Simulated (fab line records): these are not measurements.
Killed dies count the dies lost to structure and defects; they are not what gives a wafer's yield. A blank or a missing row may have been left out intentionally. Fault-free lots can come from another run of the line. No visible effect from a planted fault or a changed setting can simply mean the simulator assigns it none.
The same fault as seen by 2 desks ; flow n5_finfet ; what lay behind the numbers comes last; until then each desk has only its own

THE METROLOGY DESK
What the gauges read for every lot (on any tool): the sampled wafers with a number, averaged. A lot is out of limits, marked OUT, if its mean lies more than 4 standard deviations from the usual mean; the brackets give that distance.
Columns: A = M15_THK at N5_BEOL_M15_THK_MEAS_50, usual 857 nm; B = M15_RS at N5_BEOL_M15_RS_MEAS_54, usual 0.0216 ohm/sq
lot;first seen here;A;B
L962;day 13 09:17;860;0.0215
L968;day 14 11:12;868;0.0215
L978;day 17 20:14;847;0.0219
L976;day 17 20:59;831;0.0221
L981;day 18 12:07;853;0.0217
L984;day 19 04:46;834;0.0216
Result from this desk: across the 6 lots, nothing is out of limits.

THE TOOL OWNER'S DESK: pecvd-01
The tool's own readings at N5_BEOL_M15_DEP_53 (deposits SiCN from 3MS/NH3, target thk 50 nm, time 17.8 s): means of the sampled wafers that have a number, for each lot that ran on this tool. A lot is out of limits, marked OUT, if its mean lies more than 4 standard deviations from the usual mean; the brackets give that distance.
Columns: A = chamber_pressure_Torr at N5_BEOL_M15_DEP_53, usual 3.001 Torr; B = rf_fwd_power_W at N5_BEOL_M15_DEP_53, usual 666 W; C = showerhead_plenum_p_Torr at N5_BEOL_M15_DEP_53, usual 4.17 Torr; D = throttle_valve_pct at N5_BEOL_M15_DEP_53, usual 17.8 %
lot;first seen here;A;B;C;D
L962;day 13 09:21;2.999;668;4.19;17.5
This desk's finding: nothing out of limits on the one lot.

BROUGHT TOGETHER
Nothing out of limits was seen by the metrology desk.
The tool owner's desk saw nothing out of limits.

WHAT HAD BEEN PUT IN BY THE SIMULATOR
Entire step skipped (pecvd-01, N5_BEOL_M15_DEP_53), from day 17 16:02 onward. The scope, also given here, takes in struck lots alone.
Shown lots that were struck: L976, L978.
